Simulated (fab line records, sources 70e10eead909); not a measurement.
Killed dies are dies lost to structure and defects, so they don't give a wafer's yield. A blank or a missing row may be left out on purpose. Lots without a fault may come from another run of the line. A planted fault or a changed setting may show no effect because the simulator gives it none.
fab line records | flow nand_harc | part 2 of 2: steps 5 to 6 of 6
record lots=19 wafers=57 last_day=24
route steps=1159 shown A_CHANNEL_HOLE_D1@476 A_STAIRCASE@531
lots that met no fault: from a run of the same line without faults
start_h: hours from the record's first day to the start of the lot's first wafer shown | wait_h: hours since the lot's step before | " the same as in the row above | L1.1+2: a row that stands for several wafers | - no value, or no start given | * or withheld: withheld | < > ~ a bound
route shown NAME@n: a module of which the file shows steps, and the number in the route of the first | usual: mean/standard deviation of fault-free wafers | same: alike in all rows | chamber/n: place in a boat | sites: the reading at each site | _std_site: their standard deviation | _edge_site: outer sites' mean less inner sites' | radius_mm: how far each site lies from the wafer's centre | mask NAME#n: copy n | behind: the tool/chamber that last shaped the wafer | hold: why the lot was held/for how many hours/how that ended | device: the transistor (n, p or np) that didn't switch | end of line: the same wafers' tests at the end of the route | a step without rows: its recipe alone | killed: dies lost to structure and defects at the first sort, not the wafer's yield | map: a wafer's dies, x killed, . not, _ none there
set.NAME: the setting as run; set.NAME@STEP: as run at that earlier step | model.NAME: the simulator's own value behind a step, which no gauge read
steps of the route over a sample of lots; a table a step, a row a wafer
services: from which hour (start_h, from the record's first day; less than 0 if before it) a tool's chamber was out of use, for how many hours, and why
## steps
# step NHARC_A_STAIRCASE_TRIM_229
# recipe time_s=211.2 o2_flow_sccm=500 ar_flow_sccm=0 bias_w=0 chemistry=O2
# usual drypump_motor_current_A=5.7/0.45 o2_flow_sccm=500.0/1.4 oes_product_au=1.002/0.0098 rf_vpp_V=57.9/0.83 showerhead_plenum_p_Torr=3.58/0.11 throttle_valve_pct=17.035/0.01
# columns lot.wafer tool chamber start_h wait_h drypump_motor_current_A o2_flow_sccm oes_product_au rf_hours_counter_h rf_vpp_V showerhead_plenum_p_Torr throttle_valve_pct
L076.4 rie_diel-09 3 245.75 0.1 5.8 498.4 1.001 65 56.8 3.42 17.033
L076.5 " 3 " " 5.8 500.2 1.008 - 58.4 3.42 17.032
L076.6 " 0 " " 5.5 500.3 1.003 - 57.4 3.70 17.041
L074.4 rie_diel-04 1 246.06 0.1 5.2 502.7 0.988 46 58.5 3.69 17.030
L074.2 " 2 " " 5.6 501.1 1.023 45 58.4 3.68 17.052
L074.6 " 2 " " 5.6 500.6 1.017 - 59.2 3.68 17.034
L075.1 rie_diel-04 0 256.03 0.2 5.8 500.0 1.006 51 59.3 3.65 17.043
L075.2 " 3 " " 6.1 499.2 1.016 52 58.4 3.51 17.049
L075.6 " 0 " " 5.8 501.7 0.998 - 58.4 3.65 17.035
L077.3 rie_diel-09 3 266.44 1.2 5.7 499.6 1.001 1 58.0 3.42 17.026
L077.1 " 0 " " 5.5 501.2 1.005 2 57.5 3.70 17.034
L077.5 " 1 " " 6.7 499.4 0.981 - 57.4 3.69 17.038
L079.4 rie_diel-04 0 276.63 0.1 5.8 500.5 0.999 61 56.3 3.65 17.037
L079.6 " 1 " " 5.2 497.8 1.004 - 59.0 3.68 17.028
L079.5 " 2 " " 5.6 500.8 1.016 - 59.3 3.67 17.023
L080.4 rie_diel-11 0 277.79 0.1 6.0 501.6 0.998 31 57.2 3.52 17.021
L080.5 " 3 " " 5.0 500.6 0.985 - 58.6 3.49 17.029
L080.6 " 0 " " 6.0 500.7 0.998 - 58.6 3.52 17.037
L081.1 rie_diel-04 2 285.58 0.1 5.6 499.2 1.016 59 56.8 3.67 17.045
L081.3 " 3 " " 6.1 499.4 1.025 63 59.1 3.51 17.039
L081.6 " 0 " " 5.7 501.0 1.001 - 58.8 3.65 17.039
L084.2 rie_diel-11 0 300.55 0.1 6.0 498.7 1.011 40 56.9 3.52 17.039
L084.3 " 1 " " 5.3 498.9 1.001 38 58.1 3.35 17.038
L084.1 " 2 " " 6.0 500.1 1.007 38 56.8 3.63 17.051
L083.2 rie_diel-09 0 304.95 0.1 5.5 498.8 1.002 17 58.0 3.69 17.032
L083.1 " 1 " " 6.7 501.4 0.979 15 57.8 3.68 17.065
L083.3 " 2 " " 5.4 501.2 1.002 14 57.8 3.56 17.031
L085.2 rie_diel-11 2 311.36 0.1 6.0 501.1 1.001 42 58.4 3.62 17.047
L085.1 " 3 " " 5.0 499.1 1.007 42 56.7 3.49 17.032
L085.5 " 1 " " 5.4 501.6 0.990 - 57.4 3.35 17.037
L087.2 rie_diel-09 0 316.14 0.1 5.5 500.4 1.019 22 58.3 3.69 17.034
L087.1 " 3 " " 5.8 500.6 1.012 20 58.1 3.41 17.044
L087.6 " 0 " " 5.5 500.0 1.006 - 58.1 3.69 17.030
L088.1 rie_diel-09 2 336.99 0.1 5.4 501.7 0.998 25 58.1 3.55 17.027
L088.5 " 3 " " 5.7 499.0 1.005 - 57.0 3.40 17.051
L088.6 " 0 " " 5.5 503.9 1.019 - 58.1 3.68 17.031
L090.1 rie_diel-09 2 338.05 0.1 5.4 501.1 0.997 25 57.2 3.55 17.039
L090.6 " 2 " " 5.4 498.6 0.996 - 57.8 3.55 17.016
L090.5 " 3 " " 5.7 497.3 1.007 - 57.6 3.40 17.027
L091.4 rie_diel-09 1 351.12 0.1 6.8 498.7 0.993 31 57.6 3.68 17.046
L091.1 " 2 " " 5.4 499.7 0.989 29 58.2 3.55 17.048
L091.5 " 3 " " 5.7 499.5 1.005 - 57.9 3.40 17.019
L092.1 rie_diel-04 1 352.06 0.1 5.2 499.0 1.011 19 57.7 3.67 17.031
L092.3 " 2 " " 5.6 499.1 1.012 20 58.1 3.66 17.030
L092.5 " 0 " " 5.8 499.0 1.010 - 57.0 3.63 17.049
L093.3 rie_diel-09 0 366.09 0.1 5.5 500.6 1.010 38 58.4 3.68 17.042
L093.2 " 1 " " 6.7 501.3 0.991 36 58.2 3.67 17.055
L093.6 " 2 " " 5.4 497.9 0.989 - 58.5 3.55 17.017
L096.2 rie_diel-09 2 372.98 0.1 5.4 498.9 0.978 39 57.7 3.55 17.021
L096.4 " 0 " " 5.5 499.4 1.000 42 57.8 3.68 17.050
L096.5 " 2 " " 5.4 500.1 0.994 - 57.5 3.55 17.031
L097.2 rie_diel-09 2 375.66 0.1 5.4 498.3 0.994 40 59.6 3.55 17.026
L097.1 " 3 " " 5.8 500.5 0.993 41 56.2 3.40 17.042
L097.3 " 1 " " 6.7 502.5 0.996 42 58.5 3.67 17.028
L095.4 rie_diel-04 0 376.32 0.1 5.8 498.0 1.002 29 58.1 3.63 17.057
L095.1 " 3 " " 6.1 502.0 1.004 32 59.5 3.49 17.018
L095.5 " 1 " " 5.2 498.4 1.006 - 57.4 3.66 17.045
# step NHARC_A_STAIRCASE_STRIP_316
# recipe o2_flow_sccm=500 ar_flow_sccm=0 bias_w=0 chemistry=O2
# usual drypump_motor_current_A=5.7/0.45 o2_flow_sccm=499.8/1.6 oes_product_au=1.002/0.01 rf_vpp_V=58.0/0.86 showerhead_plenum_p_Torr=3.58/0.1 throttle_valve_pct=17.036/0.0085
# columns lot.wafer tool chamber start_h wait_h drypump_motor_current_A o2_flow_sccm oes_product_au rf_hours_counter_h rf_vpp_V showerhead_plenum_p_Torr throttle_valve_pct
L076.4 rie_diel-04 3 - - 6.1 500.0 1.010 53 57.7 3.51 17.045
L076.6 " 3 " " 6.1 503.1 1.012 - 57.8 3.51 17.024
L076.5 " 0 " " 5.8 500.1 0.996 - 57.9 3.65 17.037
L074.4 rie_diel-04 2 - - 5.6 500.0 1.009 51 58.4 3.68 17.020
L074.2 " 0 " " 5.8 500.5 1.010 53 59.8 3.65 17.038
L074.6 " 1 " " 5.2 501.8 0.998 - 58.6 3.69 17.030
L075.1 rie_diel-04 1 - - 5.2 499.1 0.992 57 58.1 3.68 17.024
L075.2 " 3 " " 6.1 498.6 1.006 59 57.5 3.51 17.041
L075.6 " 1 " " 5.2 498.8 0.997 - 58.6 3.68 17.028
L077.3 rie_diel-04 1 - - 5.2 499.6 0.990 61 58.1 3.68 17.032
L077.1 " 0 " " 5.8 501.8 0.997 62 59.1 3.65 17.054
L077.5 " 2 " " 5.6 500.1 1.014 - 58.0 3.67 17.026
L079.4 rie_diel-11 3 - - 5.0 499.4 0.998 32 57.2 3.49 17.038
L079.5 " 2 " " 6.0 500.8 1.016 - 57.3 3.63 17.053
L079.6 " 3 " " 5.0 498.5 0.992 - 60.1 3.49 17.027
L080.4 rie_diel-09 0 - - 5.5 500.5 1.008 10 58.2 3.69 17.031
L080.5 " 3 " " 5.8 498.7 1.005 - 57.4 3.41 17.028
L080.6 " 0 " " 5.5 500.7 1.002 - 57.1 3.70 17.034
L081.3 rie_diel-04 2 - - 5.6 498.0 1.011 3 57.0 3.67 17.025
L081.1 " 3 " " 6.1 497.5 1.000 3 56.5 3.50 17.039
L081.6 " 3 " " 6.1 497.6 0.993 - 55.7 3.50 17.023
L084.2 rie_diel-09 3 - - 5.8 499.6 1.003 19 57.9 3.41 17.037
L084.3 " 1 " " 6.7 498.8 0.980 20 59.4 3.68 17.035
L084.1 " 2 " " 5.3 498.3 1.002 17 59.1 3.56 17.034
L083.1 rie_diel-09 1 - - 6.7 498.7 0.979 22 57.6 3.68 17.047
L083.2 " 2 " " 5.4 497.9 1.017 19 57.4 3.56 17.039
L083.3 " 3 " " 5.7 504.1 1.011 21 57.2 3.41 17.043
L085.2 rie_diel-09 1 - - 6.7 499.9 0.976 24 58.1 3.68 17.033
L085.1 " 2 " " 5.4 502.2 1.001 22 58.3 3.55 17.034
L085.5 " 3 " " 5.8 501.4 1.003 - 58.6 3.41 17.050
L087.1 rie_diel-09 2 - - 5.4 498.5 1.003 23 57.9 3.55 17.045
L087.2 " 3 " " 5.7 501.3 1.018 25 57.2 3.41 17.015
L087.6 " 1 " " 6.8 500.1 0.984 - 59.5 3.68 17.048
L088.1 rie_diel-11 0 - - 6.0 500.7 1.005 56 57.1 3.51 17.042
L088.6 " 3 " " 5.0 498.1 1.003 - 58.1 3.48 17.044
L088.5 " 0 " " 6.0 498.2 1.001 - 59.0 3.51 17.040
L090.1 rie_diel-11 0 - - 6.0 499.6 1.001 57 58.2 3.51 17.045
L090.6 " 2 " " 6.0 500.7 0.995 - 57.9 3.62 17.027
L090.5 " 3 " " 5.0 499.8 0.998 - 57.5 3.48 17.032
L091.4 rie_diel-09 2 - - 5.4 499.9 0.995 34 57.2 3.55 17.039
L091.1 " 3 " " 5.8 499.4 1.004 36 57.8 3.40 17.029
L091.5 " 3 " " 5.8 496.9 1.003 - 58.3 3.40 17.041
L092.1 rie_diel-04 1 - - 5.2 499.9 1.003 24 59.1 3.67 17.029
L092.3 " 2 " " 5.6 501.0 1.012 27 58.9 3.66 17.043
L092.5 " 1 " " 5.2 500.2 1.008 - 58.2 3.67 17.017
L093.2 rie_diel-04 3 - - 6.1 501.7 1.008 34 58.0 3.49 17.024
L093.3 " 1 " " 5.2 501.4 1.022 31 56.3 3.66 17.039
L093.6 " 0 " " 5.8 499.6 1.012 - 58.1 3.63 17.036
L096.4 rie_diel-09 0 - - 5.5 502.1 1.004 46 59.6 3.67 17.034
L096.2 " 2 " " 5.4 497.8 0.990 43 57.5 3.54 17.045
L096.5 " 0 " " 5.5 496.9 0.995 - 58.1 3.67 17.025
L097.3 rie_diel-04 1 - - 5.2 501.4 1.000 34 56.6 3.66 17.036
L097.2 " 2 " " 5.6 501.2 1.015 39 57.2 3.65 17.040
L097.1 " 3 " " 6.1 501.6 0.996 37 58.4 3.48 17.039
L095.4 rie_diel-09 1 - - 6.8 501.8 0.990 49 57.1 3.67 17.035
L095.1 " 3 " " 5.7 496.2 1.018 47 57.4 3.39 17.032
L095.5 " 0 " " 5.5 499.9 1.000 - 59.5 3.67 17.029
## services
# columns tool chamber start_h hours kind
rie_diel-09 0 160.84 - clean
rie_diel-09 1 160.84 - clean
rie_diel-09 2 160.84 - clean
rie_diel-09 3 160.84 - clean
rie_diel-09 1 168.37 4.0 repair
rie_diel-09 2 170.13 2.0 repair
rie_diel-09 0 171.52 2.7 repair
rie_diel-09 0 185.45 - clean
rie_diel-09 1 185.45 - clean
rie_diel-09 2 185.45 - clean
rie_diel-09 3 185.45 - clean
rie_diel-11 - 190.85 9.0 pm
rie_diel-09 0 210.08 - clean
rie_diel-09 1 210.08 - clean
rie_diel-11 1 223.95 4.9 repair
rie_diel-09 0 238.59 5.8 repair
rie_diel-09 - 254.10 9.0 pm
rie_diel-04 1 285.68 14.8 repair
rie_diel-04 - 288.90 9.0 pm
rie_diel-09 - 303.60 1.2 repair
rie_diel-11 0 306.40 2.2 repair
har_etch-01 - 308.77 17.0 pm
rie_diel-11 1 352.19 8.8 repair
rie_diel-11 - 367.85 9.0 pm
